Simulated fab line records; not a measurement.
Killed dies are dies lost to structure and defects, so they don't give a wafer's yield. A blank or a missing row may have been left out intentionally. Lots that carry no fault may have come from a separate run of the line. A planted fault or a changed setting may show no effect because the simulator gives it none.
Comparing a struck lot with a sound one + flow nandHarc + 15 steps out of a route of 1302
Sound: wafers L403.4, L403.5, L403.6. The struck wafers were L416.1, L416.5, L416.6. At the end, the cause is stated.
At each step with rows: each side's tool, then ch and its chambers, then its first start. Under that, the readings that differ: sound wafers + struck wafers + difference of the means + sigmas: that difference in standard deviations of wafers without a fault.
alike: words and numbers the same on both sides, and readings whose means are apart by under 2 such deviations; not compared: readings that were withheld, readings missing a value for some wafer, numbers with overlapping values and no deviation given by the record, and bounds like >300 which may hide the same value.
The two part at a step that has a row with sigmas, a row that says differs or no value, or rows on one side only. Numbers that don't overlap but have no deviation are shown without sigmas and don't part them. Lack of a reading on every wafer of one side parts them only where that side has two or more wafers.

NHARC_A_M0_INSPECT_11:
  sound on defectInspect-02, day 24 05:31; struck on defectInspect-01, day 29 23:11
  alike: rawDefectCount
then, 1 step without rows for these wafers: NHARC_A_M0_DESCUM_14 (chemistry O2, time 3 s).
NHARC_A_M0_ETCH_34: etches the open film in N2/H2, target depth 40 nm, overetch 12 nm, time 43.94 s.
  sound on rieDiel-12 ch 0,3, day 24 05:39; struck on rieDiel-05 ch 2,3, day 29 23:20
| reading                  | sound       | struck      | difference | sigmas |
|--------------------------|-------------|-------------|------------|--------|
| drypumpMotorCurrentA (A) | 6.0 6.0 6.3 | 5.1 5.1 5.1 | -1.0       | -2     |
  alike: n2FlowSccm, oesProductAu, rfVppV, showerheadPlenumPTorr, throttleValvePct
  not compared: rfHoursCounterH
then, 1 step without rows for these wafers: NHARC_A_M0_ETCH_15 (etches the open film in C4F8/Ar, target depth 150 nm, overetch 15 nm, time 82.5 s).
NHARC_A_M0_CD_MEAS_16:
  sound on cdSem-01, day 24 05:52; struck on cdSem-01, day 29 23:32
  alike: cdNm
NHARC_A_M0_STRIP_18: strips in N2/H2.
  sound on rieDiel-05 ch 0,1,3, day 24 05:59; struck on rieDiel-12 ch 0,3, day 29 23:37
  alike: drypumpMotorCurrentA, n2FlowSccm, oesProductAu, rfVppV, showerheadPlenumPTorr, throttleValvePct
  not compared: rfHoursCounterH
then, 2 steps without rows for these wafers: NHARC_A_M0_STRIP_19 (strips in post etch residue remover, time 600 s); NHARC_A_M0_DEGAS_28 (time 60 s).
NHARC_A_M0_PRE_CLEAN_29: time 30 s.
  sound on pvdSputter-02; struck on pvdSputter-03
  alike: heaterPowerW
then, 1 step without rows for these wafers: NHARC_A_M0_PVD_20 (deposits TaN, target thk 5 nm, time 8.06 s).
NHARC_A_M0_PVD_21: deposits Cu, target thk 30 nm, time 20.49 s.
  sound on pvdSputter-02; struck on pvdSputter-03
  alike: substrateTempC, throttleValvePct
then, 1 step without rows for these wafers: NHARC_A_M0_ECD_22 (material Cu, target thk 400 nm).
NHARC_A_M0_ANNEAL_30: time 90 s.
  sound on rtpAnneal-02 ch 0, day 24 07:22; struck on rtpAnneal-02, day 30 00:55
  no value came back on the struck wafers for annealTempC (C), annealTempCMax, wafer_temp_C_max; on the sound wafers annealTempC (C) reads 225.06 225.11 225.14
NHARC_A_M0_CMP_23: polishes, t overpolish 20 s, target thk 113.75 nm.
  sound on cmp-02 ch 0,2,3, day 24 07:37; struck on cmp-04 ch 2,3, day 30 01:17
  alike: motorCurrentA, timeToEndpointS
NHARC_END_SORT_01:
  sound on prober-01 ch 0, day 25 23:19; struck on prober-02 ch 0, day 31 12:46
  alike: defectLimitedYield, killedAtArray, killedAtOther, killedAtPeriphery, killedDies, killedOpen, killedShort

## WHERE THEY PART
At NHARC_A_M0_ETCH_34 first; at NHARC_A_M0_ANNEAL_30 last (within this record only). Later steps at which nothing parts them and some readings are alike: NHARC_A_M0_CMP_23, NHARC_END_SORT_01.

WHY: whatever the simulator had introduced
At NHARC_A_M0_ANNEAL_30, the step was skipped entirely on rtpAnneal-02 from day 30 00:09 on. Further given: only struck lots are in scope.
